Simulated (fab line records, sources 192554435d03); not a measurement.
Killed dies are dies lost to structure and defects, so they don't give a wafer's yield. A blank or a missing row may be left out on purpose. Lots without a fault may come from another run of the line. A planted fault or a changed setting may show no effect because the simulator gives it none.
fab line records | flow n5_finfet
record lots=9 wafers=27 last_day=18
route steps=1938 shown MOL_CONTACT_COAG@580 BEOL_M4@1111
lots that met no fault: from a run of the same line without faults
start_h: hours from the record's first day to the start of the lot's first wafer shown | wait_h: hours since the lot's step before | " the same as in the row above | L1.1+2: a row that stands for several wafers | - no value, or no start given | * or withheld: withheld | < > ~ a bound
route shown NAME@n: a module of which the file shows steps, and the number in the route of the first | usual: mean/standard deviation of fault-free wafers | same: alike in all rows | chamber/n: place in a boat | sites: the reading at each site | _std_site: their standard deviation | _edge_site: outer sites' mean less inner sites' | radius_mm: how far each site lies from the wafer's centre | mask NAME#n: copy n | behind: the tool/chamber that last shaped the wafer | hold: why the lot was held/for how many hours/how that ended | device: the transistor (n, p or np) that didn't switch | end of line: the same wafers' tests at the end of the route | a step without rows: its recipe alone | killed: dies lost to structure and defects at the first sort, not the wafer's yield | map: a wafer's dies, x killed, . not, _ none there
set.NAME: the setting as run; set.NAME@STEP: as run at that earlier step | model.NAME: the simulator's own value behind a step, which no gauge read
steps of the route over a sample of lots; a table a step, a row a wafer
services: from which hour (start_h, from the record's first day; less than 0 if before it) a tool's chamber was out of use, for how many hours, and why
## steps
# step N5_MOL_CONTACT_COAG_ETCHBACK_132
# recipe chemistry=CHF3 target=SiO2 target_depth_a=100 time_s=6.7 ion_energy_ev=200 pressure_mtorr=30 source_w=610 bias_w=170 Ar_flow_sccm=200 CHF3_flow_sccm=50
# usual chamber_pressure_mTorr=30.001/0.027 drypump_motor_current_A=5.8/0.4 oes_product_au=0.76/0.083 rf_vpp_V=527/12 showerhead_plenum_p_Torr=2.38/0.082 throttle_valve_pct=18.74/0.19
# columns lot.wafer tool chamber start_h wait_h chamber_pressure_mTorr drypump_motor_current_A oes_product_au rf_hours_counter_h rf_vpp_V showerhead_plenum_p_Torr throttle_valve_pct
L201.2 rie_diel-02 3 125.36 0.1 29.983 6.0 0.88 28 518 2.32 18.68
L201.4 " 1 " " 29.997 5.4 0.74 - 534 2.49 18.63
L201.6 " 2 " " 30.032 5.8 0.70 - 547 2.34 18.92
L202.2 rie_diel-02 1 129.94 0.1 29.968 5.4 0.74 166 535 2.49 18.63
L202.3 " 2 " " 30.025 5.8 0.70 230 548 2.34 18.93
L202.6 " 1 " " 30.006 5.4 0.74 - 533 2.49 18.62
L206.3 rie_diel-05 0 153.65 0.1 29.996 5.8 0.71 212 527 2.45 18.63
L206.4 " 2 " " 29.989 5.5 0.94 9 541 2.34 18.36
L206.5 " 0 " " 29.967 5.8 0.71 - 526 2.45 18.63
L214.1 rie_diel-05 2 204.78 0.2 29.990 5.5 0.89 27 539 2.33 18.42
L214.3 " 0 " " 30.032 5.8 0.70 231 525 2.45 18.63
L214.5 " 1 " " 30.000 5.1 0.69 - 525 2.45 19.03
L215.1 rie_diel-02 3 216.42 0.3 29.963 5.9 0.82 62 515 2.30 18.73
L215.2 " 0 " " 29.983 6.3 0.73 161 527 2.19 18.85
L215.6 " 2 " " 30.002 5.8 0.96 - 547 2.33 18.54
L216.1 rie_diel-05 2 216.50 0.2 30.027 5.5 0.89 29 539 2.33 18.41
L216.4 " 1 " " 29.949 5.1 0.68 229 525 2.45 19.02
L216.5 " 2 " " 30.029 5.5 0.89 - 539 2.33 18.42
L218.1 rie_diel-02 3 236.46 0.1 29.997 6.0 0.83 69 517 2.30 18.73
L218.2 " 0 " " 29.998 6.3 0.74 168 528 2.19 18.87
L218.4 " 2 " " 30.007 5.8 0.94 11 548 2.33 18.56
L219.2 rie_diel-05 0 238.69 0.1 30.035 5.7 0.69 242 526 2.44 18.66
L219.3 " 3 " " 30.022 6.5 0.70 224 529 2.45 19.04
L219.5 " 2 " " 30.013 5.5 0.88 - 539 2.33 18.43
L220.1 rie_diel-02 3 246.46 0.1 30.029 6.0 0.82 72 516 2.30 18.77
L220.3 " 1 " " 29.982 5.4 0.71 209 532 2.47 18.70
L220.5 " 1 " " 30.018 5.4 0.71 - 534 2.47 18.69
# step N5_MOL_CONTACT_COAG_CD_MEAS_137
# recipe target_cd_nm=16
# usual cd_nm=16.1/0.31
# columns lot.wafer tool chamber start_h wait_h cd_nm
L201.2 cd_sem-03 - 125.86 0.0 16.0
L201.4 " - " " 16.1
L201.6 " - " " 16.5
L202.2 cd_sem-02 - 130.44 0.0 16.5
L202.3 " - " " 16.1
L202.6 " - " " 15.8
L206.3 cd_sem-02 - 154.38 0.0 16.4
L206.4 " - " " 15.7
L206.5 " - " " 16.4
L214.1 cd_sem-01 - 205.28 0.0 15.2
L214.3 " - " " 16.9
L214.5 " - " " 16.1
L215.1 cd_sem-02 - 216.91 0.0 15.8
L215.2 " - " " 16.0
L215.6 " - " " 15.5
L216.1 cd_sem-02 - 216.99 0.0 16.4
L216.4 " - " " 16.5
L216.5 " - " " 15.7
L218.1 cd_sem-01 - 236.95 0.0 16.1
L218.2 " - " " 16.3
L218.4 " - " " 16.1
L219.2 cd_sem-01 - 239.19 0.0 16.7
L219.3 " - " " 15.8
L219.5 " - " " 16.0
L220.1 cd_sem-02 - 246.96 0.0 15.7
L220.3 " - " " 15.9
L220.5 " - " " 16.1
# step N5_MOL_CONTACT_COAG_ETCH_124
# recipe chemistry=CH3F/O2 target=SiNx target_depth_a=65 mask_material=SOC stop_on=SiOC over_etch_frac=0.3 ion_energy_ev=120 pressure_mtorr=30 source_w=395 bias_w=73 Ar_flow_sccm=150 CH3F_flow_sccm=30 O2_flow_sccm=20 ends=end_point
# usual CH3F_flow_sccm=30.01/0.097 bias_w=73.03/0.22 chamber_pressure_mTorr=30.00/0.033 drypump_motor_current_A=5.9/0.42 oes_product_au=0.64/0.06 rf_vpp_V=297/6.3 showerhead_plenum_p_Torr=2.00/0.069 throttle_valve_pct=16.37/0.19
# columns lot.wafer tool chamber start_h wait_h CH3F_flow_sccm bias_w chamber_pressure_mTorr drypump_motor_current_A oes_product_au rf_hours_counter_h rf_vpp_V showerhead_plenum_p_Torr throttle_valve_pct
L201.2 rie_diel-02 3 126.84 0.0 29.92 72.79 30.03 6.0 0.75 28 293 1.94 16.25
L201.4 " 3 " " 30.07 72.58 30.00 6.0 0.75 - 292 1.94 16.26
L201.6 " 1 " " 30.02 73.34 30.05 5.4 0.64 - 302 2.10 16.23
L202.2 rie_diel-03 1 131.54 0.0 29.95 73.05 30.06 6.3 0.67 102 288 2.02 16.34
L202.3 " 2 " " 30.03 72.89 29.99 5.4 0.58 224 290 1.97 16.37
L202.6 " 0 " " 29.81 73.30 29.97 6.3 0.59 - 295 1.97 16.47
L206.3 rie_diel-02 3 155.45 0.0 30.06 76.73 30.05 5.9 0.73 38 305 1.94 16.28
L206.4 " 1 " " 29.93 73.03 29.99 5.4 0.63 175 303 2.09 16.28
L206.5 " 3 " " 30.17 76.60 29.99 6.0 0.73 - 305 1.94 16.28
L214.1 rie_diel-05 2 206.34 0.0 30.07 72.92 29.97 5.5 0.77 27 305 1.96 15.99
L214.3 " 1 " " 30.03 73.16 30.03 5.1 0.59 226 299 2.07 16.68
L214.5 " 0 " " 30.06 73.08 30.04 5.8 0.60 - 299 2.06 16.31
L215.1 rie_diel-03 0 218.07 0.0 30.09 73.01 30.05 6.3 0.57 252 294 1.96 16.52
L215.2 " 3 " " 30.01 73.18 30.05 5.9 0.61 209 289 1.98 16.17
L215.6 " 3 " " 30.03 72.87 29.97 5.9 0.60 - 290 1.98 16.16
L216.1 rie_diel-02 2 218.16 0.0 30.07 73.03 30.00 5.8 0.81 4 309 1.96 16.12
L216.4 " 3 " " 30.12 73.04 30.11 5.9 0.71 62 292 1.93 16.32
L216.5 " 0 " " 29.95 72.88 30.01 6.4 0.63 - 301 1.84 16.47
L218.1 rie_diel-02 0 238.40 0.0 30.09 73.19 29.96 6.3 0.63 169 299 1.83 16.51
L218.2 " 2 " " 30.10 73.11 29.98 5.7 0.78 12 310 1.96 16.14
L218.4 " 3 " " 30.19 73.33 30.01 6.0 0.70 69 293 1.93 16.33
L219.2 rie_diel-05 1 240.30 0.0 30.09 73.21 29.99 5.1 0.58 238 299 2.06 16.69
L219.3 " 3 " " 29.90 72.89 30.00 6.5 0.58 225 299 2.06 16.66
L219.5 " 3 " " 29.96 73.05 30.01 6.5 0.59 - 301 2.06 16.67
L220.1 rie_diel-05 3 248.52 0.0 29.88 72.93 30.01 6.5 0.59 228 301 2.06 16.67
L220.3 " 2 " " 30.03 73.00 30.01 5.5 0.74 41 305 1.95 16.02
L220.5 " 0 " " 30.16 73.16 29.98 5.8 0.59 - 299 2.05 16.33
# step N5_MOL_CONTACT_COAG_CD_MEAS_101
# recipe target_cd_nm=16
# usual cd_nm=16.1/0.36
# columns lot.wafer tool chamber start_h wait_h cd_nm
L201.2 cd_sem-02 - 127.16 0.0 15.6
L201.4 " - " " 15.7
L201.6 " - " " 15.5
L202.2 cd_sem-03 - 131.86 0.0 15.7
L202.3 " - " " 15.8
L202.6 " - " " 15.9
L206.3 cd_sem-02 - 155.77 0.0 15.4
L206.4 " - " " 16.0
L206.5 " - " " 16.2
L214.1 cd_sem-01 - 206.67 0.0 15.9
L214.3 " - " " 16.2
L214.5 " - " " 16.2
L215.1 cd_sem-02 - 218.47 0.0 16.5
L215.2 " - " " 16.2
L215.6 " - " " 16.2
L216.1 cd_sem-01 - 218.48 0.0 15.8
L216.4 " - " " 15.9
L216.5 " - " " 15.7
L218.1 cd_sem-01 - 238.79 0.0 16.4
L218.2 " - " " 16.4
L218.4 " - " " 15.9
L219.2 cd_sem-03 - 240.63 0.0 16.7
L219.3 " - " " 16.3
L219.5 " - " " 16.3
L220.1 cd_sem-02 - 248.84 0.0 16.3
L220.3 " - " " 16.3
L220.5 " - " " 16.1
# step N5_BEOL_M4_RC_MEAS_101
# usual DIBL_N=35.9/1.8 DIBL_P=36.2/2 IOFF_N=0.16/0.031 IOFF_P=0.22/0.041 ION_N=676/11 ION_P=465/8.5 SS_N=71.4/0.64 SS_P=73.2/0.7 VT_N=250/3.5 VT_P=-250/3.9
# columns lot.wafer tool chamber start_h wait_h DIBL_N[mV/V] DIBL_P[mV/V] IOFF_N[nA/um] IOFF_P[nA/um] ION_N[uA/um] ION_P[uA/um] SS_N[mV/dec] SS_P[mV/dec] VT_N[mV] VT_P[mV]
L201.2 prober-01 0 195.17 0.2 36.8 36.1 0.18 0.25 681 471 72.3 73.8 249 -244
L201.4 " 0 " " 36.2 35.4 0.15 0.24 673 474 71.4 74.1 250 -245
L201.6 " 0 " " 34.8 34.8 0.15 0.23 678 472 71.2 73.0 249 -247
L202.2 prober-02 0 214.88 0.2 35.2 35.6 0.13 0.18 658 448 72.0 73.5 252 -258
L202.3 " 0 " " 36.6 37.7 0.16 0.22 671 462 72.2 73.9 248 -254
L202.6 " 0 " " 34.1 34.7 0.12 0.16 672 462 71.5 73.3 252 -255
L206.3 prober-01 0 218.98 0.3 36.3 36.6 0.16 0.25 678 470 70.6 73.6 247 -242
L206.4 " 0 " " 36.3 36.9 0.16 0.26 673 465 71.3 72.8 249 -245
L206.5 " 0 " " 36.5 36.9 0.16 0.25 688 477 71.2 72.9 249 -246
L214.1 prober-01 0 269.86 0.0 37.3 38.5 0.21 0.24 689 464 72.4 74.3 245 -249
L214.3 " 0 " " 36.9 37.9 0.20 0.23 689 468 71.9 74.2 244 -251
L214.5 " 0 " " 38.6 39.0 0.22 0.24 691 463 71.9 74.4 246 -250
L215.1 prober-02 0 284.66 0.0 36.1 35.7 0.13 0.20 661 461 70.1 73.6 252 -250
L215.2 " 0 " " 42.1 43.3 0.29 0.37 712 481 71.9 74.9 239 -239
L215.6 " 0 " " 37.3 37.6 0.16 0.25 677 469 70.5 74.3 250 -246
L216.1 prober-01 0 290.67 0.0 38.3 40.2 0.22 0.28 679 470 72.5 74.3 247 -245
L216.4 " 0 " " 38.3 39.0 0.20 0.26 685 476 72.2 73.0 246 -246
L216.5 " 0 " " 37.5 37.9 0.18 0.24 678 464 72.2 73.7 248 -247
L218.1 prober-01 0 303.26 0.0 36.2 34.7 0.17 0.22 680 459 71.8 73.0 247 -251
L218.2 " 0 " " 34.7 33.7 0.14 0.20 669 466 71.2 72.9 249 -251
L218.4 " 0 " " 34.8 33.1 0.15 0.19 662 458 71.2 71.8 250 -250
L219.2 prober-02 0 308.80 0.2 35.1 35.2 0.14 0.21 684 470 71.1 72.6 247 -248
L219.3 " 0 " " 37.9 37.1 0.18 0.24 691 473 71.3 74.2 248 -248
L219.5 " 0 " " 37.0 36.8 0.16 0.24 678 470 71.6 73.5 248 -248
L220.1 prober-02 0 321.11 0.0 35.7 35.5 0.13 0.15 676 456 70.6 73.4 250 -258
L220.3 " 0 " " 35.4 35.8 0.13 0.15 678 464 70.6 72.5 254 -259
L220.5 " 0 " " 35.6 36.1 0.14 0.15 675 452 71.2 73.0 249 -256
## services
# columns tool chamber start_h hours kind
rie_diel-05 2 109.16 - clean
rie_diel-05 2 109.16 - consumable_replace:focus_ring
rie_diel-05 2 109.16 22.5 scheduled_down
rie_diel-05 2 109.16 22.5 vent_cycle
rie_diel-05 1 141.45 1.7 repair
rie_diel-02 2 188.84 - clean
rie_diel-02 2 188.84 - consumable_replace:focus_ring
rie_diel-02 2 188.84 16.3 scheduled_down
rie_diel-02 2 188.84 16.3 vent_cycle
rie_diel-03 2 203.59 - clean
rie_diel-03 2 203.59 - consumable_replace:focus_ring
rie_diel-03 2 203.59 17.8 scheduled_down
rie_diel-03 2 203.59 17.8 vent_cycle
rie_diel-03 1 217.32 3.5 repair
rie_diel-03 0 221.39 - clean
rie_diel-03 0 221.39 - consumable_replace:focus_ring
rie_diel-03 0 221.39 21.7 scheduled_down
rie_diel-03 0 221.39 21.7 vent_cycle
## key
first_sign step=N5_MOL_CONTACT_COAG_ETCH_124 reading=bias_w direction=up sigmas=16 usual=* struck=*
effect none on later readings
met_at N5_MOL_CONTACT_COAG_ETCH_124
struck_lots L206
struck_wafers L206.3,L206.5
not_acting_at N5_MOL_CONTACT_COAG_ETCHBACK_132,N5_MOL_CONTACT_COAG_CD_MEAS_137,N5_MOL_CONTACT_COAG_CD_MEAS_101
onset_between 126.84 155.45
fault kind=process_parameter_drift tool=rie_diel-02 chamber=3 onset_h=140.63 steps=N5_MOL_CONTACT_COAG_ETCH_124 channel=bias_w offset=* shape=step end_h=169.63 acts_in=* stated=*
